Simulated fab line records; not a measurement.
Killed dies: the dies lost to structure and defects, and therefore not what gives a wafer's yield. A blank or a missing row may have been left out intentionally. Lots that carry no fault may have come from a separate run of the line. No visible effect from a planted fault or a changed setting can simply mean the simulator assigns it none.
Comparing a struck lot with a sound one / flow nand_harc / 14 out of 1302 route steps
Sound: wafers L230.2, L230.3, L230.5. Struck: wafers L242.1, L242.2, L242.4. The cause is given at the end.
Per side, at each step with rows, come the tool, then ch with its chambers, and then its first start. Under that, the readings that differ: sound wafers / struck wafers / difference of the means / sigmas: that difference in standard deviations of wafers without a fault.
alike: readings whose means differ by less than 2 such deviations, and words and numbers that are the same on both sides. not compared: withheld readings, readings that some wafer has no value for, bounds like >300 that may hide the same value, and numbers for which the record gives no deviation and whose values overlap.
A row with sigmas, a row that says differs or no value, or rows on one side alone: a step with any of these is where the two part. Numbers that don't overlap but have no deviation are shown without sigmas and don't part them. A reading missing from all wafers of one side parts the sides only when that side holds two or more wafers.

first, 4 steps without rows for these wafers: NHARC_P_CONTACT_EBR_08; NHARC_P_CONTACT_EXPOSE_09 (exposes mask P CA, target cd 90 nm); NHARC_P_CONTACT_PEB_10 (peb time 65 s); NHARC_P_CONTACT_DEVELOP_11 (develop time 35 s).
NHARC_P_CONTACT_CD_MEAS_12: target cd 90 nm.
  sound on cd_sem-02 ch 0, day 6 08:14; struck on cd_sem-03 ch 0, day 11 08:53
  alike: cd_nm
NHARC_P_CONTACT_OVL_MEAS_13:
  sound on overlay-01, day 6 08:19; struck on overlay-01, day 11 08:58
  alike: overlay_x_nm, overlay_y_nm
NHARC_P_CONTACT_INSPECT_14:
  sound on defect_inspect-01, day 6 08:21; struck on defect_inspect-01, day 11 09:00
  alike: raw_defect_count
NHARC_P_CONTACT_DESCUM_17: chemistry O2, time 3 s.
  sound on rie_diel-02 ch 1,3, day 6 08:25; struck on rie_diel-05 ch 0,1,2, day 11 09:04
reading=showerhead_plenum_p_Torr (Torr); sound=2.06 2.02 2.06; struck=1.82 1.84 1.86; difference=-0.21; sigmas=-2
  alike: drypump_motor_current_A, o2_flow_sccm, oes_product_au, rf_vpp_V, throttle_valve_pct
  not compared: rf_hours_counter_h
NHARC_P_CONTACT_ETCH_35: etches the open film in CF4, target depth 39 nm, time 65 s.
  sound on rie_diel-02 ch 0,1,2, day 6 08:30; struck on rie_diel-05 ch 0,1,2, day 11 09:09
  alike: bias_w, cf4_flow_sccm, drypump_motor_current_A, oes_product_au, rf_vpp_V, showerhead_plenum_p_Torr, throttle_valve_pct
  not compared: rf_hours_counter_h
NHARC_P_CONTACT_ETCH_36: etches the open film in N2/H2, target depth 260 nm, time 406.25 s.
  sound on rie_diel-02 ch 2,3; struck on rie_diel-05 ch 1,2,3
  alike: bias_w, chamber_pressure_mTorr, drypump_motor_current_A, oes_product_au, rf_vpp_V, showerhead_plenum_p_Torr, throttle_valve_pct
  not compared: rf_hours_counter_h
NHARC_P_CONTACT_ETCH_18: etches the open film in C4F8/O2/Ar, target depth 481 nm, time 240.5 s.
  sound on rie_diel-02 ch 2,3; struck on rie_diel-05 ch 0,2,3
  alike: bias_w, chamber_pressure_mTorr, oes_product_au, rf_vpp_V
  not compared: rf_hours_counter_h
then, 1 step without rows for these wafers: NHARC_P_CONTACT_STRIP_37 (strips in C4F8/O2/Ar).
NHARC_P_CONTACT_ETCH_31: etches the open film in CH3F/O2, target depth 30 nm, time 85.7 s.
  sound on rie_diel-02 ch 2,3, day 6 09:10; struck on rie_diel-05 ch 0,1,3, day 11 09:49
  no value came back on the struck wafers for any of 8 readings (bias_w (W), ch3f_flow_sccm (sccm) and others); on the sound wafers bias_w (W) reads 100.13 99.38 99.71
  not compared: rf_hours_counter_h
NHARC_P_CONTACT_CD_MEAS_19:
  sound on cd_sem-03, day 6 09:17; struck on cd_sem-01, day 11 09:57
  alike: cd_nm

WHERE THEY PART
First at NHARC_P_CONTACT_DESCUM_17; last, within this record, at NHARC_P_CONTACT_ETCH_31. Later steps at which nothing parts them and some readings are alike: NHARC_P_CONTACT_CD_MEAS_19.

WHY: what had been put in by the simulator
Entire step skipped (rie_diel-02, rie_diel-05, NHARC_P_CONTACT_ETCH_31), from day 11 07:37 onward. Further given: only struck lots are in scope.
